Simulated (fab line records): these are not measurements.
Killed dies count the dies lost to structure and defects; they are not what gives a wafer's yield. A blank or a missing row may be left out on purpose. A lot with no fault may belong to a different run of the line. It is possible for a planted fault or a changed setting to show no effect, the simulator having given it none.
A lot that was struck, set against a sound lot -- flow n5-finfet -- 37 out of 1938 route steps
Sound: these wafers, L444.3, L444.5, L444.6. Struck: wafers L433.2, L433.4. (L433.1 of the same lot was not struck and is left out.) The cause comes at the end.
Order at every step that has rows: each side's tool, ch and its chambers, its first start. Under that, the readings that differ: sound wafers -- struck wafers -- difference of the means -- sigmas: that difference in standard deviations of wafers without a fault.
alike: words and numbers the same on both sides, and readings whose means are apart by under 2 such deviations; not compared: readings that were withheld, readings missing a value for some wafer, numbers with overlapping values and no deviation given by the record, and bounds like >300 which may hide the same value.
The two part at a step that has a row with sigmas, a row that says differs or no value, or rows on one side only. When numbers do not overlap yet have no deviation, they are printed without sigmas and do not part them. Lack of a reading on every wafer of one side parts them only where that side has two or more wafers.

first, 8 steps without rows for these wafers: N5_MOL_CONTACT_COAG_SRD_139 (time 30 s); N5_MOL_CONTACT_COAG_PRE_CLEAN_121; N5_MOL_CONTACT_COAG_CVD_140 (deposits W, target thk 66.5 nm, time 215 s); N5_MOL_CONTACT_COAG_PRECLEAN_127 (cleans in DIW, time 57.5 s); N5_MOL_CONTACT_COAG_SRD_128 (dry time 32 s); N5_MOL_CONTACT_COAG_CMP_52 (polishes, stops on SiO2, t overpolish 1.5 s, target thk 66.5 nm); N5_MOL_CONTACT_COAG_ANNEAL_112 (time 1800 s); N5_BEOL_M0_SAQP_PECVD_00 (deposits SiCN from 3MS/NH3, target thk 8 nm, time 14 s).
N5_BEOL_M0_SAQP_ILD_DEP_01: deposits SiOC from DEMS/O2, target thk 45.419 nm, time 8.7 s.
  sound on pecvd-01 ch 0,2, day 10 00:11; struck on pecvd-01 ch 0,1, day 7 06:53
reading,sound,struck,difference,sigmas
model.SiOC_of_BEOL_M0_SAQP_ILD_DEP_01.thk-nm (nm),44.8 46.2 45,48.4 49,+3.4,
  alike: heater-power-w, showerhead-plenum-p-Torr, throttle-valve-pct
then, 25 steps without rows for these wafers: N5_BEOL_M0_SAQP_HM_DEP_02 (deposits TiN, target thk 12 nm); N5_BEOL_M0_SAQP_PECVD_03 (deposits SiCN from 3MS/NH3, target thk 12 nm, time 21.1 s); N5_BEOL_M0_SAQP_PECVD_96 (deposits a-Si from SiH4/He, target thk 45 nm, time 45.2 s); N5_BEOL_M0_SAQP_PECVD_97 (deposits SiNx from SiH4/NH3/N2, target thk 23 nm, time 19.9 s); N5_BEOL_M0_SAQP_PECVD_04 (deposits a-Si from SiH4/He, target thk 60 nm, time 60.2 s); N5_BEOL_M0_SAQP_HM_DEP_111 (deposits SiO2 from SiH4/N2O, target thk 12 nm, time 7.2 s); N5_BEOL_M0_SAQP_COAT_81 (time 60 s, resist thk 100 nm); N5_BEOL_M0_SAQP_COAT_82 (time 60 s, resist thk 30 nm); N5_BEOL_M0_SAQP_COAT_08 (resist thk 90 nm); N5_BEOL_M0_SAQP_EBR_10; N5_BEOL_M0_SAQP_SOFTBAKE_09 (time 60 s); N5_BEOL_M0_SAQP_EXPOSE_11 (exposes mask M0 CORE, target cd 42 nm); N5_BEOL_M0_SAQP_PEB_12 (peb time 60 s); N5_BEOL_M0_SAQP_DEVELOP_13 (develop time 30 s); N5_BEOL_M0_SAQP_DESCUM_19 (chemistry O2, time 7.9 s); N5_BEOL_M0_SAQP_ETCH_83 (etches SiARC in CF4, target depth 39 nm, time 65 s); N5_BEOL_M0_SAQP_ETCH_84 (etches SOC in N2/H2, target depth 100 nm, overetch 20 nm, time 150 s); N5_BEOL_M0_SAQP_STRIP_80 (strips in N2/H2); N5_BEOL_M0_SAQP_HM_OPEN_112 (chemistry CHF3/O2, target SiO2, stops on a-Si, target depth 12 nm, time 13.5 s); N5_BEOL_M0_SAQP_STRIP_113 (strips in CHF3/O2); N5_BEOL_M0_SAQP_MANDREL_ETCH_20 (etches a-Si in HBr/Cl2, stops on SiNx, target depth 60 nm, bt time 10 s, time 30 s); N5_BEOL_M0_SAQP_STRIP_86 (strips in N2/H2); N5_BEOL_M0_SAQP_STRIP_115 (strips in post etch residue remover, time 60 s); N5_BEOL_M0_SAQP_SRD_93 (time 30 s); N5_BEOL_M0_SAQP_RECESS_114 (chemistry HF/NH3, target SiO2, target depth 14.4 nm, afs cycles 3, sublimation time 60 s).
N5_BEOL_M0_CMP_120: polishes, stops on SiOC, t overpolish 6.9 s.
  sound on cmp-03 ch 0,2,3, day 10 12:45; struck on cmp-01 ch 1,2, day 7 19:48
reading,sound,struck,difference,sigmas
model.SiOC_of_BEOL_M0_SAQP_ILD_DEP_01.thk-nm (nm),38.8 40 39,42.4 43,+3.4,
  alike: barrier-field-endpoint-s, motor-current-A, overpolish-run-s, platen-rpm, slurry-filter-dp-kPa, slurry-flow-ml-min, time-to-endpoint-s
N5_BEOL_M4_RC_MEAS_101:
  sound on prober-01 ch 0, day 12 03:37; struck on prober-01 ch 0, day 9 10:06
  alike: DIBL_N, DIBL_P, IOFF_N, IOFF_P, ION_N, ION_P, SS_N, SS_P, VT_N, VT_P
-- the record jumps here: 4 days lie between the struck wafers' starts before and after (it left off in module BEOL_M4 and takes up again in module PASSIVATION, whose first step shown is number 1936 of the route) --
N5_PASSIVATION_PROBE_49:
  record: rows for the struck wafers here (prober-01, day 13 10:28), none for the sound ones

WHERE THEY PART
At N5_PASSIVATION_PROBE_49 and nowhere else, as far as this record goes.

WHY: what had been put in by the simulator
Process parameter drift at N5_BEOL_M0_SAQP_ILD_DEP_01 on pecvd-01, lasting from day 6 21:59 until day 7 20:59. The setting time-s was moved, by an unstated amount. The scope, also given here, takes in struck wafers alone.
